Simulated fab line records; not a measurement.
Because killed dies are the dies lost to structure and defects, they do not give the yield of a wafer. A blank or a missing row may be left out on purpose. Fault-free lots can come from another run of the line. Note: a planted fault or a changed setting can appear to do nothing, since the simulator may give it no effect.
A lot that was struck, set against a sound lot / flow nand_harc / 14 steps out of a route of 1159
Sound: wafers L378.1, L378.2, L378.4. Struck: wafer L390.5 (L390.1, L390.4, from the same lot, were not struck and are left out); the cause is given at the end.
At each step with rows: each side's tool, then ch and its chambers, then its first start. Under that, the readings that differ: sound wafers / struck wafers / difference of the means / sigmas: that difference in standard deviations of wafers without a fault.
alike: words and numbers the same on both sides, and readings whose means are apart by under 2 such deviations; not compared: readings that were withheld, readings missing a value for some wafer, numbers with overlapping values and no deviation given by the record, and bounds like >300 which may hide the same value.
The two part at a step that has a row with sigmas, a row that says differs or no value, or rows on one side only. Numbers that have no deviation but don't overlap get no sigmas and don't part them. A reading that every wafer of one side lacks parts them only if that side has two wafers or more.

first, 6 steps without rows for these wafers: NHARC_A_CONTACT_COAT_36 (resist thk 90 nm); NHARC_A_CONTACT_SOFTBAKE_37 (time 55 s); NHARC_A_CONTACT_EBR_38; NHARC_A_CONTACT_EXPOSE_39 (exposes mask A CC 3); NHARC_A_CONTACT_PEB_40 (peb time 65 s); NHARC_A_CONTACT_DEVELOP_41 (develop time 35 s).
NHARC_A_CONTACT_CD_MEAS_42: target cd 200 nm.
  sound on cd_sem-01 ch 0, day 16 16:09; struck on cd_sem-02 ch 0, day 19 12:38
  alike: cd_nm
NHARC_A_CONTACT_OVL_MEAS_43:
  sound on overlay-02 at day 16 16:14; struck on overlay-02 at day 19 12:44
  alike: overlay_x_nm, overlay_y_nm
NHARC_A_CONTACT_INSPECT_44:
  sound on defect_inspect-02 at day 16 16:17; struck on defect_inspect-01 at day 19 12:47
reading=raw_defect_count; sound=11 12 10; struck=53; difference=+42; sigmas=+3
NHARC_A_CONTACT_DESCUM_47: chemistry O2, time 3 s.
  sound on rie_diel-03 ch 0,1,3, day 16 16:20; struck on rie_diel-03 ch 2, day 19 12:51
  alike: drypump_motor_current_A, oes_product_au, rf_vpp_V, showerhead_plenum_p_Torr, throttle_valve_pct
  not compared: rf_hours_counter_h
NHARC_A_CONTACT_ETCH_48: etches the open film in CF4, target depth 39 nm, time 65 s.
  sound on rie_diel-03 ch 0,2,3, day 16 16:33; struck on rie_diel-03 ch 1, day 19 13:11
reading=rf_vpp_V (V); sound=151.5 150.0 149.6; struck=153.2; difference=+2.8; sigmas=+2
  alike: drypump_motor_current_A, oes_product_au, run_length_s, showerhead_plenum_p_Torr, throttle_valve_pct
  not compared: rf_hours_counter_h
NHARC_A_CONTACT_ETCH_49: etches the open film in N2/H2, target depth 260 nm, time 475.3 s.
  sound: rie_diel-03 ch 0,1,2; struck: rie_diel-03 ch 1
  alike: drypump_motor_current_A, oes_product_au, rf_vpp_V, run_length_s, showerhead_plenum_p_Torr, throttle_valve_pct
  not compared: rf_hours_counter_h
NHARC_A_CONTACT_ETCH_50: etches the open film in CF4/CHF3, target depth 84.7 nm, time 42.4 s.
  sound on rie_diel-03 ch 1,2,3, day 16 17:01; struck on rie_diel-03 ch 3, day 19 14:12
reading=run_length_s (s); sound=63.1 63.6 63.0; struck=57.7; difference=-5.5; sigmas=-14
  alike: drypump_motor_current_A, oes_product_au, rf_vpp_V, showerhead_plenum_p_Torr, throttle_valve_pct
  not compared: rf_hours_counter_h
NHARC_A_CONTACT_ETCH_51: etches the open film in O2/COS, target depth 3600 nm, time 936 s.
  sound: rie_diel-03 ch 0,1,3; struck: rie_diel-03 ch 1
  alike: drypump_motor_current_A, oes_product_au, rf_vpp_V, run_length_s, showerhead_plenum_p_Torr, throttle_valve_pct
  not compared: rf_hours_counter_h

WHERE THEY PART
First at NHARC_A_CONTACT_INSPECT_44; last, within this record, at NHARC_A_CONTACT_ETCH_50. Later steps at which nothing parts them and some readings are alike: NHARC_A_CONTACT_ETCH_51.

WHY: what the simulator had put in
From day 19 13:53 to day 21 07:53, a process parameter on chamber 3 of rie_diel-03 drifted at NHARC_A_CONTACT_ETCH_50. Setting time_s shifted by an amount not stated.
